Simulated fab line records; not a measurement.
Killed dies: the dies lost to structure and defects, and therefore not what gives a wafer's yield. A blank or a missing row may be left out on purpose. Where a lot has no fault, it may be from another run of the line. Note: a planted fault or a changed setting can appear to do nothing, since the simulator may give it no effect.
Which tool did it? ; flow nand-harc ; Sampling: 24 lots, 72 wafers, 6 of 1302 route steps

WHAT EACH GAUGE READ, for each wafer
The record holds no reading of a measuring or inspecting step that can be judged against a usual standard deviation.

WHICH TOOL RAN EACH LOT (tool, then ch and the chambers of the sampled wafers, then the start)
lot;NHARC_A_STAIRCASE_ETCH_236;NHARC_A_STAIRCASE_DEP_259;NHARC_A_STAIRCASE_ETCH_271;NHARC_A_STAIRCASE_ALD_420;NHARC_A_STAIRCASE_DEP_471;NHARC_A_STAIRCASE_CMP_472
L074;rie-diel-05 ch 1,2, day 16 04:28 or earlier;pecvd-01 ch 0,1, day 16 04:28;rie-diel-11 ch 1,3, day 16 05:28;ald-hk-02 ch 0,1,2, day 17 01:26;pecvd-03 ch 1,2, day 18 20:07;cmp-03 ch 0,1, day 18 20:23
L075;rie-diel-04 ch 0,2,3, day 16 13:57 or earlier;pecvd-02 ch 0,1,2, day 16 13:57;rie-diel-04 ch 2,3, day 16 15:00;ald-hk-01 ch 0,1,2, day 17 09:27;pecvd-02 ch 0,1, day 18 20:02;cmp-01 ch 0,1, day 18 20:19
L076;rie-diel-04 ch 0,2,3, day 16 23:49 or earlier;pecvd-01 ch 0,1, day 16 23:49;rie-diel-05 ch 1,2,3, day 17 00:52;ald-hk-02 ch 1,2,3, day 17 19:35;pecvd-01 ch 0,2, day 19 11:53;cmp-04 ch 0,1,2, day 19 12:11
L078;rie-diel-05 ch 2,3, day 17 18:32 or earlier;pecvd-03 ch 1,2, day 17 18:32;rie-diel-05 ch 1,2,3, day 17 19:28;ald-hk-01 ch 0,1,3, day 19 00:25;pecvd-02 ch 1,2, day 20 19:09;cmp-01 ch 0,3, day 20 19:27
L077;rie-diel-05 ch 1,2, day 17 21:38 or earlier;pecvd-02 ch 0,1,2, day 17 21:38;rie-diel-05 ch 0,1,2, day 17 22:34;ald-hk-03 ch 0,3, day 19 00:15;pecvd-01 ch 0,1, day 20 19:08;cmp-04 ch 0,1,2, day 20 19:26
L079;rie-diel-04 ch 1,2, day 18 14:47 or earlier;pecvd-02 ch 0,1,2, day 18 14:47;rie-diel-04 ch 0,1,3, day 18 16:40;ald-hk-02 ch 0,1, day 19 11:08;pecvd-03 ch 0,1,2, day 21 04:25;cmp-01 ch 0,1, day 21 04:39
L081;rie-diel-05 ch 0,2,3, day 19 09:45 or earlier;pecvd-02 ch 0,1,2, day 19 09:45;rie-diel-11 ch 0,1,3, day 19 10:49;ald-hk-01 ch 0,1,2, day 20 10:29;pecvd-03 ch 0,1,2, day 22 02:59;cmp-03 ch 0,2,3, day 22 03:16
L080;rie-diel-04 ch 2,3, day 19 14:11 or earlier;pecvd-01 ch 0,2, day 19 14:11;rie-diel-11 ch 2,3, day 19 15:15;ald-hk-02 ch 0,2,3, day 20 15:01;pecvd-02 ch 0,1,2, day 22 11:40;cmp-01 ch 1,2, day 22 11:51
L082;rie-diel-05 ch 1,2,3, day 19 17:50 or earlier;pecvd-03 ch 0,1, day 19 17:50;rie-diel-04 ch 1,3, day 19 18:45;ald-hk-02 ch 0,3, day 20 17:08;pecvd-01 ch 0,2, day 22 11:50;cmp-04 ch 1,2, day 22 12:04
L083;rie-diel-11 ch 0,2,3, day 20 02:50 or earlier;pecvd-02 ch 0,2, day 20 02:50;rie-diel-05 ch 0,1,3, day 20 03:52;ald-hk-02 ch 0,1, day 20 23:37;pecvd-03 ch 0,1, day 22 21:16;cmp-03 ch 1,2, day 22 21:32
L084;rie-diel-04 ch 1,2,3, day 20 11:20 or earlier;pecvd-02 ch 0,1, day 20 11:20;rie-diel-04 ch 1,2, day 20 12:27;ald-hk-03 ch 0,2,3, day 21 13:27;pecvd-03 ch 0,2, day 23 09:01;cmp-01 ch 0,2,3, day 23 09:20
L085;rie-diel-11 ch 0,1,2, day 20 21:16 or earlier;pecvd-01 ch 0,1, day 20 21:16;rie-diel-05 ch 0,2,3, day 20 22:20;ald-hk-01 ch 0,2,3, day 22 05:16;pecvd-02 ch 1,2, day 23 23:28;cmp-04 ch 0,2,3, day 23 23:44
L086;rie-diel-11 ch 1,3, day 21 00:02 or earlier;pecvd-01 ch 0,2, day 21 00:02;rie-diel-04 ch 1,2,3, day 21 01:04;ald-hk-03 ch 0,1,2, day 22 05:16;pecvd-01 ch 0,1, day 23 20:44;cmp-03 ch 2,3, day 23 21:01
L087;rie-diel-04 ch 0,2,3, day 21 02:02 or earlier;pecvd-02 ch 0,1, day 21 02:02;rie-diel-05 ch 0,1, day 21 03:05;ald-hk-03 ch 0,2,3, day 22 07:48;pecvd-02 ch 0,1,2, day 23 19:35;cmp-04 ch 1,2,3, day 23 19:53
L088;rie-diel-05 ch 1,2, day 23 03:46 or earlier;pecvd-03 ch 1,2, day 23 03:46;rie-diel-04 ch 0,1,2, day 23 04:55;ald-hk-02 ch 0,2,3, day 24 01:52;pecvd-03 ch 0,1, day 25 17:38;cmp-04 ch 0,3, day 25 17:56
L089;rie-diel-04 ch 0,1,2, day 23 07:50 or earlier;pecvd-01 ch 0,2, day 23 07:50;rie-diel-05 ch 2,3, day 23 09:02;ald-hk-03 ch 0,1, day 24 06:00;pecvd-01 ch 0,1,2, day 25 17:34;cmp-01 ch 0,1,3, day 25 17:52
L091;rie-diel-04 ch 1,2,3, day 23 09:54 or earlier;pecvd-02 ch 0,1, day 23 09:54;rie-diel-11 ch 1,2,3, day 23 11:04;ald-hk-01 ch 1,2,3, day 24 08:20;pecvd-03 ch 0,1,2, day 25 19:55;cmp-04 ch 1,2,3, day 25 20:13
L090;rie-diel-05 ch 0,3, day 23 11:35 or earlier;pecvd-03 ch 0,1, day 23 11:35;rie-diel-05 ch 2,3, day 23 12:46;ald-hk-03 ch 1,2,3, day 24 08:21;pecvd-01 ch 0,1,2, day 25 20:11;cmp-01 ch 0,1,3, day 25 20:28
L094;rie-diel-05 ch 0,2, day 24 12:01 or earlier;pecvd-02 ch 0,2, day 24 12:01;rie-diel-04 ch 1,2, day 24 13:04;ald-hk-02 ch 0,1, day 25 09:55;pecvd-01 ch 0,2, day 27 01:15;cmp-04 ch 2,3, day 27 01:30
L092;rie-diel-11 ch 0,1,3, day 24 12:22 or earlier;pecvd-03 ch 0,1,2, day 24 12:22;rie-diel-11 ch 0,1,2, day 24 13:29;ald-hk-03 ch 0,1, day 25 10:57;pecvd-02 ch 0,1,2, day 27 01:26;cmp-03 ch 1,2, day 27 01:44
L093;rie-diel-05 ch 0,3, day 24 15:44 or earlier;pecvd-02 ch 1,2, day 24 15:44;rie-diel-05 ch 0,1, day 24 20:28;ald-hk-03 ch 2,3, day 26 00:05;pecvd-02 ch 0,1,2, day 27 20:17;cmp-01 ch 1,2, day 27 20:34
L096;rie-diel-11 ch 0,1,2, day 25 04:33 or earlier;pecvd-01 ch 1,2, day 25 04:33;rie-diel-05 ch 1,2, day 25 05:43;ald-hk-01 ch 0,1,2, day 26 09:13;pecvd-02 ch 0,1,2, day 28 08:34;cmp-03 ch 1,2, day 28 08:50
L095;rie-diel-05 ch 0,1, day 25 06:27 or earlier;pecvd-01 ch 1,2, day 25 06:27;rie-diel-05 ch 2,3, day 25 07:34;ald-hk-02 ch 2,3, day 26 09:03;pecvd-02 ch 1,2, day 28 07:46;cmp-04 ch 0,2,3, day 28 08:04
L097;rie-diel-04 ch 0,1, day 25 19:41 or earlier;pecvd-01 ch 0,1, day 25 19:41;rie-diel-04 ch 0,2, day 25 20:45;ald-hk-01 ch 0,2,3, day 26 21:10;pecvd-01 ch 0,2, day 28 15:11;cmp-04 ch 0,2, day 28 15:25
- NHARC_A_STAIRCASE_ETCH_236: etches the open film in C4F8/O2, target depth 100 nm, time 40.5 s.
- NHARC_A_STAIRCASE_DEP_259: deposits SiON, target thk 30 nm.
- NHARC_A_STAIRCASE_ETCH_271: etches the open film in CF4/CHF3.
- NHARC_A_STAIRCASE_ALD_420: deposits SiO2, target thk 20 nm, pulse time 6 s, ald cycles 200.
- NHARC_A_STAIRCASE_DEP_471: deposits SiO2, target thk 100 nm.
- NHARC_A_STAIRCASE_CMP_472: polishes SiO2.

WHAT THE TOOLS THEMSELVES READ (means of the sampled wafers that have a number; where no wafer has one, the mark that the record gives instead)
NHARC_A_STAIRCASE_ETCH_236. Usual: oes-product-au 0.941 a.u., standard deviation 0.012; rf-fwd-power-W 592.6 W, standard deviation 2.9; rf-vpp-V 893 V, standard deviation 4.8.
lot;tool;oes-product-au (a.u.);rf-fwd-power-W (W);rf-vpp-V (V);flag
L074;rie-diel-05;0.943;593.2;894;
L075;rie-diel-04;0.942;593.3;894;
L076;rie-diel-04;0.954;592.8;893;
L078;rie-diel-05;0.932;594.4;895;
L077;rie-diel-05;0.943;594.5;895;
L079;rie-diel-04;0.944;596.0;895;
L081;rie-diel-05;0.935;593.5;891;
L080;rie-diel-04;0.942;593.8;890;
L082;rie-diel-05;0.934;593.3;892;
L083;rie-diel-11;0.936;588.6;895;
L084;rie-diel-04;0.936;592.8;892;
L085;rie-diel-11;0.937;589.0;890;
L086;rie-diel-11;0.948;592.7;896;
L087;rie-diel-04;0.945;593.1;893;
L088;rie-diel-05;0.931;591.3;893;
L089;rie-diel-04;0.944;595.1;895;
L091;rie-diel-04;0.936;594.5;891;
L090;rie-diel-05;0.950;593.0;889;
L094;rie-diel-05;0.955;594.0;890;
L092;rie-diel-11;0.928;589.7;896;
L093;rie-diel-05;0.955;594.4;888;
L096;rie-diel-11;0.925;589.1;890;
L095;rie-diel-05;0.927;593.3;890;
L097;rie-diel-04;0.941;593.0;896;

NHARC_A_STAIRCASE_DEP_259. Usual: heater-power-w 708 W, standard deviation 130; rf-fwd-power-W 349.1 W, standard deviation 1.1.
lot;tool;heater-power-w (W);rf-fwd-power-W (W);flag
L074;pecvd-01;888;350.0;
L075;pecvd-02;708;349.6;
L076;pecvd-01;841;348.8;
L078;pecvd-03;793;348.8;
L077;pecvd-02;711;349.3;
L079;pecvd-02;711;348.8;
L081;pecvd-02;727;349.5;
L080;pecvd-01;741;349.9;
L082;pecvd-03;641;350.3;
L083;pecvd-02;662;348.6;
L084;pecvd-02;672;349.5;
L085;pecvd-01;834;349.0;
L086;pecvd-01;688;348.6;
L087;pecvd-02;659;348.5;
L088;pecvd-03;782;348.1;
L089;pecvd-01;768;348.2;
L091;pecvd-02;698;348.9;
L090;pecvd-03;611;348.6;
L094;pecvd-02;647;348.7;
L092;pecvd-03;691;349.6;
L093;pecvd-02;757;349.2;
L096;pecvd-01;712;349.9;
L095;pecvd-01;576;349.0;
L097;pecvd-01;776;348.1;

NHARC_A_STAIRCASE_ETCH_271. Usual: drypump-motor-current-A 5.9 A, standard deviation 0.46; oes-product-au 0.955 a.u., standard deviation 0.02; rf-fwd-power-W 496.7 W, standard deviation 1.6; rf-vpp-V 369.3 V, standard deviation 2.2; showerhead-plenum-p-Torr 1.53 Torr, standard deviation 0.061; throttle-valve-pct 16.802 %, standard deviation 0.0094.
lot;tool;drypump-motor-current-A (A);oes-product-au (a.u.);rf-fwd-power-W (W);rf-vpp-V (V);showerhead-plenum-p-Torr (Torr);throttle-valve-pct (%);flag
L074;rie-diel-11;5.7;0.916;497.1;371.3;1.58;16.792;
L075;rie-diel-04;5.6;0.957;496.5;367.9;1.52;16.803;
L076;rie-diel-05;5.7;0.961;496.9;369.5;1.53;16.806;
L078;rie-diel-05;5.8;0.959;495.6;369.5;1.53;16.794;
L077;rie-diel-05;6.1;0.961;497.3;369.1;1.53;16.801;
L079;rie-diel-04;6.0;0.932;497.0;370.6;1.55;16.822;
L081;rie-diel-11;5.8;0.959;496.1;370.0;1.58;16.802;
L080;rie-diel-11;5.5;0.970;494.9;369.6;1.54;16.802;
L082;rie-diel-04;5.6;0.971;497.5;368.1;1.51;16.802;
L083;rie-diel-05;5.9;0.955;497.8;368.1;1.49;16.795;
L084;rie-diel-04;5.6;0.930;497.6;369.5;1.55;16.802;
L085;rie-diel-05;6.2;0.983;497.0;367.3;1.52;16.801;
L086;rie-diel-04;5.6;0.964;497.3;368.4;1.52;16.797;
L087;rie-diel-05;5.8;0.946;495.8;368.1;1.49;16.806;
L088;rie-diel-04;5.9;0.959;497.1;369.8;1.56;16.802;
L089;rie-diel-05;5.9;0.949;497.1;367.7;1.52;16.797;
L091;rie-diel-11;5.5;0.951;495.8;370.4;1.56;16.805;
L090;rie-diel-05;6.0;0.918;497.6;369.5;1.55;16.804;
L094;rie-diel-04;5.6;0.951;497.1;370.0;1.56;16.807;
L092;rie-diel-11;5.9;0.968;494.5;368.2;1.50;16.807;
L093;rie-diel-05;6.2;0.927;495.6;367.6;1.48;16.808;
L096;rie-diel-05;5.9;0.972;496.7;369.2;1.56;16.808;
L095;rie-diel-05;6.0;0.969;495.3;369.3;1.55;16.794;
L097;rie-diel-04;5.9;0.965;496.9;370.1;1.54;16.802;

NHARC_A_STAIRCASE_ALD_420. Usual: heater-power-w 456 W, standard deviation 35; precursor-pulse-height-rel 0.999, standard deviation 0.019.
lot;tool;heater-power-w (W);precursor-pulse-height-rel;flag
L074;ald-hk-02;476;0.987;
L075;ald-hk-01;452;0.992;
L076;ald-hk-02;441;0.991;
L078;ald-hk-01;451;0.994;
L077;ald-hk-03;425;1.008;
L079;ald-hk-02;468;1.005;
L081;ald-hk-01;456;0.986;
L080;ald-hk-02;460;1.008;
L082;ald-hk-02;421;1.003;
L083;ald-hk-02;470;0.988;
L084;ald-hk-03;442;0.990;
L085;ald-hk-01;456;1.013;
L086;ald-hk-03;457;1.009;
L087;ald-hk-03;441;0.992;
L088;ald-hk-02;472;1.002;
L089;ald-hk-03;461;0.981;
L091;ald-hk-01;463;0.998;
L090;ald-hk-03;466;0.992;
L094;ald-hk-02;488;0.977;
L092;ald-hk-03;451;0.991;
L093;ald-hk-03;467;1.001;
L096;ald-hk-01;458;0.988;
L095;ald-hk-02;439;1.015;
L097;ald-hk-01;457;1.013;

NHARC_A_STAIRCASE_DEP_471. Usual: heater-power-w 537 W, standard deviation 130; rf-fwd-power-W 896.1 W, standard deviation 2.9; throttle-valve-pct 16.1 %, standard deviation 0.33.
lot;tool;heater-power-w (W);rf-fwd-power-W (W);throttle-valve-pct (%);flag
L074;pecvd-03;572;900.2;16.2;
L075;pecvd-02;453;893.4;16.0;
L076;pecvd-01;568;891.9;16.3;
L078;pecvd-02;563;896.9;16.0;
L077;pecvd-01;681;893.2;16.5;
L079;pecvd-03;523;897.5;16.3;
L081;pecvd-03;479;897.1;16.4;
L080;pecvd-02;480;895.6;16.1;
L082;pecvd-01;653;896.2;16.3;
L083;pecvd-03;404;897.3;16.3;
L084;pecvd-03;606;896.4;16.3;
L085;pecvd-02;598;896.8;15.9;
L086;pecvd-01;675;895.7;16.3;
L087;pecvd-02;525;895.7;16.1;
L088;pecvd-03;488;896.7;16.1;
L089;pecvd-01;540;897.8;16.1;
L091;pecvd-03;537;901.5;15.9;
L090;pecvd-01;546;899.4;16.2;
L094;pecvd-01;644;895.5;16.4;
L092;pecvd-02;557;893.1;15.8;
L093;pecvd-02;550;896.4;15.8;
L096;pecvd-02;564;895.7;15.8;
L095;pecvd-02;632;894.1;15.7;
L097;pecvd-01;628;894.2;16.3;

NHARC_A_STAIRCASE_CMP_472. Usual: motor-current-A 11.4 A, standard deviation 1; retaining-ring-pressure-frac 1.000, standard deviation 0.0047.
lot;tool;motor-current-A (A);retaining-ring-pressure-frac;flag
L074;cmp-03;10.5;0.998;
L075;cmp-01;11.9;0.996;
L076;cmp-04;11.6;0.999;
L078;cmp-01;11.0;0.999;
L077;cmp-04;11.2;1.002;
L079;cmp-01;11.5;1.000;
L081;cmp-03;12.3;0.998;
L080;cmp-01;11.5;0.999;
L082;cmp-04;12.3;0.998;
L083;cmp-03;10.8;0.998;
L084;cmp-01;11.2;0.995;
L085;cmp-04;10.5;0.995;
L086;cmp-03;12.5;1.000;
L087;cmp-04;11.9;0.999;
L088;cmp-04;10.5;0.995;
L089;cmp-01;11.3;1.003;
L091;cmp-04;11.8;1.000;
L090;cmp-01;11.5;1.000;
L094;cmp-04;11.4;0.999;
L092;cmp-03;11.1;1.003;
L093;cmp-01;11.0;1.004;
L096;cmp-03;12.0;0.999;
L095;cmp-04;11.1;0.998;
L097;cmp-04;11.3;1.009;

THE ANSWER, worked out from the rows above alone
Rule: take the mean of a lot's wafers that have a number; if it is more than 3 standard deviations from the usual mean, the lot is off. A lot without any number at a reading at which 4 lots or more have one is off too. Where the step has rows for the other lots, those lots are counted as sound. First the gauges in route order, then the tools' own readings, where a lot's mean is used as printed above. The first step at which some lot is off is used, and at that step the reading that is off furthest; a lot without a number counts as furthest.
No lot is off at any reading shown: from this, nothing can be told.

WHAT THE SIMULATOR PUT IN
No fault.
